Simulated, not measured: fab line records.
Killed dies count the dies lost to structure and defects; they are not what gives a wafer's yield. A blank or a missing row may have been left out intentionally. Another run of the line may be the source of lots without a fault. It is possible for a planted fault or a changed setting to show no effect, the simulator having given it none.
Which tool was responsible? | flow nandHarc | 11 lots, 33 wafers sampled, at 5 steps of a route of 1302

## WHAT THE GAUGES SHOWED, per wafer
NHARC_A_CHANNEL_HOLE_D1_CD_MEAS_30.
lot  | measured     | on       | cdNm (nm)
L668 | day 8 21:39  | cdSem-01 | 89.8 88.8 90.6
L669 | day 9 12:37  | cdSem-03 | 89.0 90.5 90.7
L670 | day 9 14:56  | cdSem-01 | 90.3 90.6 90.3
L671 | day 9 21:25  | cdSem-01 | 91.4 91.5 91.7
L672 | day 10 12:17 | cdSem-01 | 90.5 90.8 90.2
L673 | day 10 18:49 | cdSem-01 | 91.7 91.2 90.3
L674 | day 11 02:22 | cdSem-03 | 90.0 89.9 89.0
L684 | day 15 14:50 | cdSem-03 | 89.8 90.2 90.2
L685 | day 16 00:37 | cdSem-01 | 91.3 89.7 91.4
L686 | day 16 09:20 | cdSem-03 | 91.1 90.3 90.8
L689 | day 17 21:20 | cdSem-03 | 92.7 90.9 91.8

NHARC_A_ONON_D2_THK_MEAS_02: measures by ellipsometry.
lot  | measured     | on           | thkNm (nm)
L668 | day 12 10:04 | filmMetro-01 | 987 989 989
L669 | day 12 20:18 | filmMetro-02 | 997 995 997
L670 | day 12 20:18 | filmMetro-01 | 994 994 996
L671 | day 13 10:08 | filmMetro-02 | 992 993 991
L672 | day 14 00:27 | filmMetro-02 | 982 980 980
L673 | day 14 12:34 | filmMetro-01 | 1014 1017 1015
L674 | day 14 19:13 | filmMetro-01 | 1005 1003 1004
L684 | day 19 05:00 | filmMetro-02 | 740 988 990
L685 | day 19 10:36 | filmMetro-01 | 766 1013 1016
L686 | day 20 05:25 | filmMetro-02 | 1003 1001 1002
L689 | day 21 11:24 | filmMetro-01 | 1007 1006 1008

## TOOL THAT RAN EACH LOT (tool first, then ch and the chambers of the sampled wafers, then the start)
lot  | NHARC_A_CHANNEL_FILL_D1_ETCHBACK_20 | NHARC_A_CHANNEL_FILL_D1_STRIP_29             | NHARC_A_ONON_D2_DEP_00
L668 | rieDiel-03 ch 1,2,3, day 9 21:28    | rieDiel-09 ch 1,2,3, day 12 09:34 or earlier | pecvdOnon-03 ch 0, day 12 09:34
L669 | rieDiel-03 ch 0,2,3, day 10 13:14   | rieDiel-03 ch 1,2,3, day 12 19:47 or earlier | pecvdOnon-03 ch 0, day 12 19:47
L670 | rieDiel-09 ch 0,3, day 10 13:15     | rieDiel-08 ch 0,2,3, day 12 19:54 or earlier | pecvdOnon-01 ch 0, day 12 19:54
L671 | rieDiel-08 ch 0,1,2, day 10 22:02   | rieDiel-03 ch 1,2,3, day 13 09:38 or earlier | pecvdOnon-01 ch 0, day 13 09:38
L672 | rieDiel-08 ch 0,1, day 11 12:46     | rieDiel-09 ch 0,2,3, day 12 08:55            | pecvdOnon-03 ch 0, day 13 23:56
L673 | rieDiel-03 ch 1,2,3, day 11 20:27   | rieDiel-08 ch 2,3, day 14 12:14 or earlier   | pecvdOnon-01 ch 0, day 14 12:14
L674 | rieDiel-08 ch 1,2,3, day 12 03:56   | rieDiel-09 ch 0,2,3, day 14 18:43 or earlier | pecvdOnon-01 ch 0, day 14 18:43
L684 | rieDiel-03 ch 1,2, day 16 16:32     | rieDiel-03 ch 0,1, day 17 10:13              | pecvdOnon-01 ch 0, day 19 04:33
L685 | rieDiel-03 ch 0,1,3, day 17 01:17   | rieDiel-03 ch 0,1,3, day 17 18:54            | pecvdOnon-01 ch 0, day 19 10:05
L686 | rieDiel-08 ch 1,2, day 17 10:59     | rieDiel-08 ch 1,2, day 20 04:54 or earlier   | pecvdOnon-04 ch 0, day 20 04:54
L689 | rieDiel-03 ch 2,3, day 18 22:14     | rieDiel-09 ch 0,2,3, day 21 10:53 or earlier | pecvdOnon-04 ch 0, day 21 10:53
- NHARC_A_CHANNEL_FILL_D1_ETCHBACK_20: etches the open film in C4F8/O2/Ar, target depth 27 nm, time 13.5 s.
- NHARC_A_CHANNEL_FILL_D1_STRIP_29: strips in O2, time 20 s.
- NHARC_A_ONON_D2_DEP_00: target thk 1000 nm.

## WHAT THE TOOLS THEMSELVES READ (means of the sampled wafers that have a number; where no wafer has one, the mark that the record gives instead)
NHARC_A_CHANNEL_FILL_D1_ETCHBACK_20.
lot  | tool       | oesProductAu (a.u.) | rfVppV (V)
L668 | rieDiel-03 | 0.92                | 979
L669 | rieDiel-03 | 0.95                | 974
L670 | rieDiel-09 | 0.92                | 975
L671 | rieDiel-08 | 1.00                | 973
L672 | rieDiel-08 | 0.97                | 971
L673 | rieDiel-03 | 0.93                | 979
L674 | rieDiel-08 | 1.00                | 977
L684 | rieDiel-03 | 0.99                | 983
L685 | rieDiel-03 | 0.93                | 977
L686 | rieDiel-08 | 1.01                | 973
L689 | rieDiel-03 | 1.00                | 974

NHARC_A_CHANNEL_FILL_D1_STRIP_29.
lot  | tool       | drypumpMotorCurrentA (A) | mfcArSccm (sccm) | o2FlowSccm (sccm) | oesProductAu (a.u.) | rfVppV (V) | showerheadPlenumPTorr (Torr) | throttleValvePct (%)
L668 | rieDiel-09 | 5.5                      | 0.006            | 498.3             | 1.001               | 57.1       | 3.53                         | 17.042
L669 | rieDiel-03 | 5.6                      | 0.001            | 498.4             | 1.004               | 57.9       | 3.55                         | 17.024
L670 | rieDiel-08 | 5.8                      | 0.004            | 502.6             | 1.005               | 57.7       | 3.52                         | 17.032
L671 | rieDiel-03 | 5.6                      | 0.001            | 499.4             | 0.996               | 58.4       | 3.55                         | 17.045
L672 | rieDiel-09 | 5.6                      | 0.014            | 500.4             | 0.994               | 57.7       | 3.45                         | 17.035
L673 | rieDiel-08 | 5.6                      | 0.007            | 501.2             | 1.005               | 57.6       | 3.55                         | 17.039
L674 | rieDiel-09 | 5.6                      | 0.014            | 501.0             | 0.997               | 57.3       | 3.45                         | 17.040
L684 | rieDiel-03 | 6.2                      | 0.001            | 500.9             | 0.994               | 58.3       | 3.61                         | 17.031
L685 | rieDiel-03 | 6.0                      | 0.000            | 498.6             | 1.006               | 58.1       | 3.50                         | 17.020
L686 | rieDiel-08 | 6.0                      | 0.007            | 500.8             | 0.997               | 57.6       | 3.42                         | 17.033
L689 | rieDiel-09 | 5.6                      | 0.014            | 501.7             | 0.993               | 56.9       | 3.45                         | 17.030

NHARC_A_ONON_D2_DEP_00.
lot  | tool         | nh3FlowSccm (sccm)
L668 | pecvdOnon-03 | 499.5
L669 | pecvdOnon-03 | 500.0
L670 | pecvdOnon-01 | 500.8
L671 | pecvdOnon-01 | 501.3
L672 | pecvdOnon-03 | 499.9
L673 | pecvdOnon-01 | 499.7
L674 | pecvdOnon-01 | 499.6
L684 | pecvdOnon-01 | 499.1
L685 | pecvdOnon-01 | 500.3
L686 | pecvdOnon-04 | 502.1
L689 | pecvdOnon-04 | 502.0

## THE ANSWER, worked out from the rows above alone
Rule: usual is defined by the lots themselves. Put in order of their means at a reading, lots are off if they are a third of the lots or fewer, leave a main group of 4 or more, and stand apart from it by a gap of 3 or more times the standard deviation of the main group's means; of several such gaps the widest counts. A main group is skipped when, at the precision printed for the reading in the tables above, its means are all equal. A lot without any number at a reading at which 4 lots or more have one is off too. All remaining lots with rows at the step are treated as sound. After the gauges, taken in route order, come the tools' own readings; for these a lot's mean is taken, as printed above. At the first step where some lot is off, the reading lying furthest off is the one used; lots without a number count as furthest.
Off, at NHARC_A_ONON_D2_THK_MEAS_02 on thkNm: L684, L685. Main group: mean 998 nm, sd 9.9.
A tool fits if, at a process step before that reading, it ran every lot that is off, and no sound lot after the first of them. Gauges at NHARC_A_ONON_D2_THK_MEAS_02: tried the same way as those tools. Because NHARC_A_CHANNEL_FILL_D1_STRIP_29 lacks a start for some lots, the hours and order of its lots are taken from NHARC_A_ONON_D2_DEP_00. This does not decide it: 2 tools fit, namely rieDiel-03 at NHARC_A_CHANNEL_FILL_D1_STRIP_29 and pecvdOnon-01 at NHARC_A_ONON_D2_DEP_00.

## WHAT THE SIMULATOR HAD PUT IN
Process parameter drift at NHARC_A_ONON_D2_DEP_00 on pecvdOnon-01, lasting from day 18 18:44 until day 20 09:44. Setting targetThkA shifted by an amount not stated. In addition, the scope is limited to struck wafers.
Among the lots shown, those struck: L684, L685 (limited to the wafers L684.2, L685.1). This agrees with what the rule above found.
